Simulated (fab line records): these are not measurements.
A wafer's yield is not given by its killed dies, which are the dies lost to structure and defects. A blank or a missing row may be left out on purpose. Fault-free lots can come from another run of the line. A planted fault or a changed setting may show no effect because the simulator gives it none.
fab line records + flow nandHarc
record:
- lots: 13
- wafers: 39
- lastDay: 24
route steps=1159 shown A_CONTACT@873 THIN_TSV@1125 END@1159
lots with no fault: from the same line, run without faults
startH: hours from the record's opening day to when the first of the lot's shown wafers began + waitH: time in hours since the lot's previous step + " identical to the entry in the row above + L1.1+2: one row covering several wafers at once + - either no value or no given start + * or withheld: withheld + < > ~ a bound
route shown NAME@n: NAME is a module with steps in the file, n the number in the route of the first one + usual: mean/standard deviation taken from wafers without a fault + same: alike in all rows + chamber/n: place in a boat + sites: per-site readings + _std_site: their standard deviation + _edge_site: inner sites' mean taken away from outer sites' mean + radiusMm: how far each site lies from the wafer's centre + mask NAME#n: copy n + behind: tool/chamber where the wafer was last shaped + hold: the reason the lot was held/the length of the hold in hours/how it ended + device: the transistor (n, p or np) that didn't switch + end of line: the route-end tests of the same wafers + a step without rows: its recipe alone + killed: at the first sort, the dies lost to defects and structure; wafer yield is something else + map: a wafer's dies, x killed, . not, _ none there
set.NAME: the setting that was run; set.NAME@STEP: the one run at that earlier step + model.NAME: the simulator's own value behind a step, which no gauge read
steps of the route over a sample of lots; a table a step, a row a wafer
services: the hour from which a tool's chamber was out of use, counted from the record's first day as startH (under 0 if before that day), plus the number of hours and why
== steps ==
step: NHARC_A_CONTACT_ETCH_122
recipe:
- sourceW: withheld
- pressureMtorr: 20
- biasV: 3000
- timeS: 95
- targetDepthA: 9300
- arFlowSccm: withheld
- c4f8FlowSccm: withheld
- o2FlowSccm: withheld
- chemistry: C4F8/O2/Ar
| lot.wafer | tool          | chamber | startH | waitH | rfHoursCounterH |
|-----------|---------------|---------|--------|-------|-----------------|
| L434.4    | harCapEtch-03 | 1       | 361.14 | 0.1   | -               |
| L434.6    | "             | 1       | "      | "     | -               |
| L434.5    | "             | 0       | "      | "     | -               |
| L436.3    | harCapEtch-01 | 1       | 390.33 | 0.1   | -               |
| L436.6    | "             | 0       | "      | "     | -               |
| L436.5    | "             | 1       | "      | "     | -               |
| L437.2    | harCapEtch-03 | 0       | 390.37 | 0.1   | 83              |
| L437.1    | "             | 1       | "      | "     | 83              |
| L437.4    | "             | 0       | "      | "     | -               |
| L438.4    | harCapEtch-01 | 1       | 414.74 | 0.1   | -               |
| L438.5    | "             | 0       | "      | "     | -               |
| L438.6    | "             | 1       | "      | "     | -               |
| L440.3    | harCapEtch-03 | 0       | 431.57 | 0.1   | -               |
| L440.5    | "             | 0       | "      | "     | -               |
| L440.6    | "             | 1       | "      | "     | -               |
| L444.2    | harCapEtch-02 | 0       | 440.46 | 0.1   | 18              |
| L444.1    | "             | 1       | "      | "     | 18              |
| L444.4    | "             | 0       | "      | "     | -               |
| L449.4    | harCapEtch-01 | 0       | 451.79 | 0.1   | -               |
| L449.5    | "             | 1       | "      | "     | -               |
| L449.6    | "             | 0       | "      | "     | -               |
| L446.1    | harCapEtch-01 | 1       | 457.75 | 0.1   | 74              |
| L446.3    | "             | 0       | "      | "     | -               |
| L446.6    | "             | 1       | "      | "     | -               |
| L451.1    | harCapEtch-01 | 1       | 459.73 | 0.1   | 75              |
| L451.4    | "             | 0       | "      | "     | -               |
| L451.3    | "             | 1       | "      | "     | -               |
| L452.1    | harCapEtch-02 | 1       | 479.36 | 0.1   | 27              |
| L452.2    | "             | 0       | "      | "     | 27              |
| L452.5    | "             | 0       | "      | "     | -               |
| L453.1    | harCapEtch-01 | 0       | 486.41 | 0.1   | 81              |
| L453.4    | "             | 1       | "      | "     | -               |
| L453.3    | "             | 0       | "      | "     | -               |
| L456.2    | harCapEtch-02 | 1       | 496.07 | 0.1   | 29              |
| L456.1    | "             | 0       | "      | "     | 29              |
| L456.6    | "             | 0       | "      | "     | -               |
| L455.4    | harCapEtch-01 | 0       | 503.92 | 0.1   | -               |
| L455.3    | "             | 1       | "      | "     | -               |
| L455.6    | "             | 1       | "      | "     | -               |
step: NHARC_THIN_TSV_ETCHBACK_48
recipe:
- targetDepthA: 10285
- overEtchFrac: 0.3
- timeS: 405.17
- ionEnergyEv: 250
- c4f8FlowSccm: withheld
- arFlowSccm: withheld
- rfW: 600
- biasW: 300
- chemistry: C4F8/Ar
usual:
- oesProductAu: 0.96/0.033
- rfVppV: 546/3.4
| lot.wafer | tool       | chamber | startH | waitH | oesProductAu | rfHoursCounterH | rfVppV |
|-----------|------------|---------|--------|-------|--------------|-----------------|--------|
| L434.4    | rieDiel-05 | 3       | 444.33 | -     | 0.93         | 6               | 550    |
| L434.6    | "          | 1       | "      | "     | 0.93         | -               | 541    |
| L434.5    | "          | 2       | "      | "     | 0.93         | -               | 550    |
| L436.3    | rieDiel-04 | 2       | 450.97 | -     | 0.92         | 16              | 549    |
| L436.5    | "          | 0       | "      | "     | 0.93         | -               | 544    |
| L436.6    | "          | 1       | "      | "     | 0.91         | -               | 544    |
| L437.2    | rieDiel-05 | 3       | 451.89 | -     | 0.92         | 6               | 551    |
| L437.1    | "          | 1       | "      | "     | 0.92         | 8               | 542    |
| L437.4    | "          | 2       | "      | "     | 0.95         | 8               | 552    |
| L438.4    | rieDiel-04 | 2       | 475.23 | -     | 1.01         | 0               | 548    |
| L438.5    | "          | 1       | "      | "     | 1.00         | -               | 544    |
| L438.6    | "          | 2       | "      | "     | 1.01         | -               | 548    |
| L440.3    | rieDiel-12 | 2       | 486.89 | -     | 0.92         | 6               | 543    |
| L440.6    | "          | 1       | "      | "     | 0.91         | -               | 547    |
| L440.5    | "          | 2       | "      | "     | 0.92         | -               | 544    |
| L444.4    | rieDiel-04 | 0       | 494.41 | -     | 0.96         | 2               | 544    |
| L444.2    | "          | 1       | "      | "     | 0.96         | 2               | 543    |
| L444.1    | "          | 2       | "      | "     | 0.96         | 2               | 548    |
| L449.6    | rieDiel-05 | 3       | 500.15 | -     | 0.93         | -               | 548    |
| L449.4    | "          | 0       | "      | "     | 0.90         | -               | 541    |
| L449.5    | "          | 1       | "      | "     | 0.92         | -               | 542    |
| L451.4    | rieDiel-04 | 3       | 528.54 | -     | 0.93         | 7               | 544    |
| L451.3    | "          | 0       | "      | "     | 0.91         | 6               | 543    |
| L451.1    | "          | 1       | "      | "     | 0.93         | 6               | 542    |
| L452.2    | rieDiel-12 | 2       | 533.78 | -     | 0.93         | 10              | 545    |
| L452.1    | "          | 1       | "      | "     | 0.91         | 9               | 547    |
| L452.5    | "          | 2       | "      | "     | 0.92         | -               | 542    |
| L446.3    | rieDiel-04 | 2       | 536.38 | -     | 1.01         | 8               | 548    |
| L446.1    | "          | 3       | "      | "     | 1.01         | 9               | 543    |
| L446.6    | "          | 0       | "      | "     | 0.98         | -               | 543    |
| L453.3    | rieDiel-04 | 1       | 542.50 | -     | 0.95         | 7               | 543    |
| L453.4    | "          | 2       | "      | "     | 0.98         | 8               | 549    |
| L453.1    | "          | 3       | "      | "     | 0.97         | 9               | 544    |
| L456.1    | rieDiel-05 | 1       | 548.12 | -     | 1.00         | 1               | 542    |
| L456.2    | "          | 2       | "      | "     | 1.00         | 0               | 552    |
| L456.6    | "          | 1       | "      | "     | 1.00         | -               | 541    |
| L455.3    | rieDiel-05 | 3       | 560.85 | -     | 0.95         | 3               | 550    |
| L455.4    | "          | 0       | "      | "     | 0.98         | 3               | 543    |
| L455.6    | "          | 2       | "      | "     | 0.96         | -               | 553    |
step: NHARC_END_SORT_01
recipe:
- tempC: 25
usual:
- killedAtArray: 28/10
- killedAtOther: 0.5/0.82
- killedAtPeriphery: 3.4/2.2
- killedDies: 31/10
- killedOpen: 3.4/1.9
- killedShort: 1.9/1.3
same:
- grossDies: 677
| lot.wafer | tool      | chamber | startH | waitH | killedAtArray | killedAtOther | killedAtPeriphery | killedDies | killedOpen | killedShort |
|-----------|-----------|---------|--------|-------|---------------|---------------|-------------------|------------|------------|-------------|
| L440.3    | prober-02 | 0       | 501.09 | 3.1   | 108           | 0             | 4                 | 112        | 4          | 2           |
| L440.5    | prober-02 | 0       | 502.68 | 3.7   | 113           | 0             | 0                 | 113        | 5          | 1           |
| L440.6    | prober-02 | 0       | 503.48 | 4.0   | 74            | 0             | 2                 | 76         | 3          | 3           |
| L446.1    | prober-02 | 0       | 555.23 | 2.5   | 26            | 0             | 4                 | 30         | 3          | 1           |
| L446.3    | prober-02 | 0       | 556.80 | 3.1   | 37            | 0             | 4                 | 41         | 7          | 3           |
| L446.6    | prober-02 | 0       | 559.16 | 3.9   | 35            | 0             | 3                 | 38         | 7          | 4           |
killed by level:class
L440.3 A_CONTACT:unspecified=92 A_M1:chamberFilmFlake=4 A_CHANNEL_HOLE_D1:chamberFilmFlake=3 A_CONTACT:chamberFilmFlake=3 A_M0:geometricParticle:open=2 P_STI:chamberFilmFlake=2 P_M0:geometricParticle:open=1 A_ONON_D1:geometricParticle:short=1
L440.5 A_CONTACT:unspecified=99 A_STAIRCASE:chamberFilmFlake=4 A_BLC:geometricParticle:open=2 A_M1:geometricParticle:open=2 A_CHANNEL_HOLE_D1:chamberFilmFlake=2 A_M1:chamberFilmFlake=2 A_CHANNEL_FILL_D1:geometricParticle:open=1 A_SGD_CUT:geometricParticle:short=1
L440.6 A_CONTACT:unspecified=65 A_STAIRCASE:chamberFilmFlake=3 P_M1:geometricParticle:open=1 A_SOURCE_PLATE:geometricParticle:open=1 A_CHANNEL_FILL_D1:geometricParticle:short=1 A_WL_FILL:geometricParticle:short=1 A_WL_FILL:geometricParticle:open=1 A_CONTACT:geometricParticle:short=1
L446.1 A_CHANNEL_HOLE_D1:chamberFilmFlake=10 A_STAIRCASE:chamberFilmFlake=5 A_CONTACT:chamberFilmFlake=4 A_BLC:chamberFilmFlake=3 P_GATE:chamberFilmFlake=2 P_STI:geometricParticle:open=1 P_M1:geometricParticle:open=1 A_WL_FILL:geometricParticle:short=1
L446.3 A_CHANNEL_HOLE_D1:chamberFilmFlake=19 A_BLC:chamberFilmFlake=4 A_CONTACT:chamberFilmFlake=3 A_CHANNEL_FILL_D1:geometricParticle:open=2 A_CONTACT:geometricParticle:open=2 A_M0:geometricParticle:open=2 A_STAIRCASE:chamberFilmFlake=2 P_CONTACT:geometricParticle:open=1
L446.6 A_CHANNEL_HOLE_D1:chamberFilmFlake=14 A_CONTACT:chamberFilmFlake=5 A_STAIRCASE:chamberFilmFlake=4 A_CONTACT:geometricParticle:open=2 A_BLC:chamberFilmFlake=2 P_GATE:geometricParticle:open=1 P_M0:geometricParticle:open=1 A_SOURCE_PLATE:geometricParticle:open=1
== services ==
| tool          | chamber | startH | hours | kind   |
|---------------|---------|--------|-------|--------|
| rieDiel-05    | -       | 340.60 | 9.0   | pm     |
| rieDiel-04    | -       | 354.03 | 0.4   | repair |
| rieDiel-12    | 3       | 365.40 | 15.0  | repair |
| rieDiel-05    | 0       | 369.69 | 4.2   | repair |
| rieDiel-12    | -       | 379.46 | 9.0   | pm     |
| rieDiel-04    | -       | 388.29 | 0.5   | repair |
| rieDiel-05    | 3       | 392.92 | 21.0  | repair |
| harCapEtch-01 | -       | 394.75 | 0.2   | repair |
| rieDiel-05    | 0       | 403.87 | 19.4  | repair |
| rieDiel-12    | -       | 420.74 | 14.0  | repair |
| rieDiel-04    | 1       | 423.46 | 4.2   | repair |
| rieDiel-04    | 3       | 428.64 | 5.6   | repair |
| rieDiel-12    | 1       | 447.74 | 5.4   | repair |
| rieDiel-04    | 2       | 461.82 | 12.0  | repair |
| rieDiel-04    | -       | 465.93 | 9.0   | pm     |
| rieDiel-05    | 3       | 466.40 | 6.8   | repair |
| rieDiel-05    | 1       | 475.69 | 22.6  | repair |
| rieDiel-05    | 2       | 495.93 | 44.2  | repair |
| rieDiel-05    | 1       | 505.41 | 4.2   | repair |
| harCapEtch-03 | -       | 506.98 | 0.5   | repair |
| rieDiel-05    | -       | 517.60 | 9.0   | pm     |
| rieDiel-12    | 3       | 531.88 | 1.6   | repair |
| harCapEtch-03 | -       | 545.00 | 17.0  | pm     |
| rieDiel-12    | -       | 556.48 | 9.0   | pm     |
== key ==
firstSign:
- step: NHARC_END_SORT_01
- reading: killedAtArray
- direction: up
- sigmas: 6.9
- usual: 28
- struck: 98
effect:
- step: NHARC_END_SORT_01
- reading: killedDies
- direction: up
- sigmas: 6.7
- usual: 31
- struck: 100
moreKillsBornAt:
- NHARC_A_CONTACT_ETCH_122@harCapEtch-03: 251
metAt NHARC_A_CONTACT_ETCH_122
struckLots L440
testerLeftOut L440
notActingAt NHARC_THIN_TSV_ETCHBACK_48
onsetBetween 390.37 431.57
fault:
- kind: chamberParticleSource
- tool: harCapEtch-03
- chamber: -
- onsetH: 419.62
- steps: NHARC_A_CONTACT_ETCH_122
- ratePerVisitCm2: 1.8821
testerLeftOut: of these lots the tester's yield and bins aren't shown, on N5 and GAA mostly nor the transistor test; their killed dies are dies lost to structure and defects alone, not to doping, threshold or leakage, so they don't give the yield
